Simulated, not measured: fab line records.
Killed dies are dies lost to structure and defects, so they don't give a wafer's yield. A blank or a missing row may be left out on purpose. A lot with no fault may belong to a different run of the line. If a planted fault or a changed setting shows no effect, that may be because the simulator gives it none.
Which of the tools did it? | flow nand harc | Sampling: 6 lots, 17 wafers, 3 of 1302 route steps

== WHAT EACH GAUGE READ, for each wafer ==
NHARC_P_ZERO_WELL_CD_MEAS_24 targets a cd of 720 nm.
lot  | measured     | on        | cd nm (nm)
L117 | day 3 05:00  | cd sem-03 | 719.4 720.2 719.8
L119 | day 4 00:36  | cd sem-01 | 719.7 720.3 718.7
L122 | day 5 06:41  | cd sem-01 | 716.9 718.4 717.8
L124 | day 6 02:28  | cd sem-02 | 719.0 719.0 720.8
L132 | day 9 11:07  | cd sem-01 | 717.5 715.1
L135 | day 10 16:29 | cd sem-02 | 717.5 718.3 719.8

== TOOL THAT RAN EACH LOT (tool first, then ch and the chambers of the sampled wafers, then the start) ==
lot  | NHARC_P_ZERO_WELL_ETCH_65         | NHARC_P_ZERO_WELL_ETCH_63
L117 | rie diel-06 ch 0,2,3, day 3 03:49 | rie si-02 ch 0,3, day 3 04:05
L119 | rie diel-01 ch 0,2,3, day 3 23:31 | rie si-03 ch 0,3, day 3 23:41
L122 | rie diel-01 ch 0,1,2, day 5 05:35 | rie si-03 ch 0,1, day 5 05:45
L124 | rie diel-06 ch 0,2, day 6 01:22   | rie si-03 ch 0,1,3, day 6 01:32
L132 | rie diel-06 ch 0,3, day 9 10:09   | rie si-02 ch 0,2, day 9 10:20
L135 | rie diel-08 ch 0,1, day 10 15:30  | rie si-02 ch 0,1,2, day 10 15:41
- NHARC_P_ZERO_WELL_ETCH_65: etches the open film in N2/H2, target depth 80 nm, overetch 24 nm, time 87.88 s.
- NHARC_P_ZERO_WELL_ETCH_63: etches the open film in HBr/Cl2, target depth 120 nm, time 40.1 s.

== THE ANSWER, worked out from the rows above alone ==
Rule: the usual values come from the lots themselves. Put in order of their means at a reading, lots are off if they are a third of the lots or fewer, leave a main group of 4 or more, and stand apart from it by a gap of 3 or more times the standard deviation of the main group's means; of several such gaps the widest counts. If all means in a main group match to the digits the tables above print for the reading, that group is not used. Also off: a lot with no number at a reading for which 4 or more lots have one. Where the step has rows for the other lots, those lots are counted as sound.
None of the lots is off at any reading shown; this tells nothing.

== WHAT THE SIMULATOR HAD PUT IN ==
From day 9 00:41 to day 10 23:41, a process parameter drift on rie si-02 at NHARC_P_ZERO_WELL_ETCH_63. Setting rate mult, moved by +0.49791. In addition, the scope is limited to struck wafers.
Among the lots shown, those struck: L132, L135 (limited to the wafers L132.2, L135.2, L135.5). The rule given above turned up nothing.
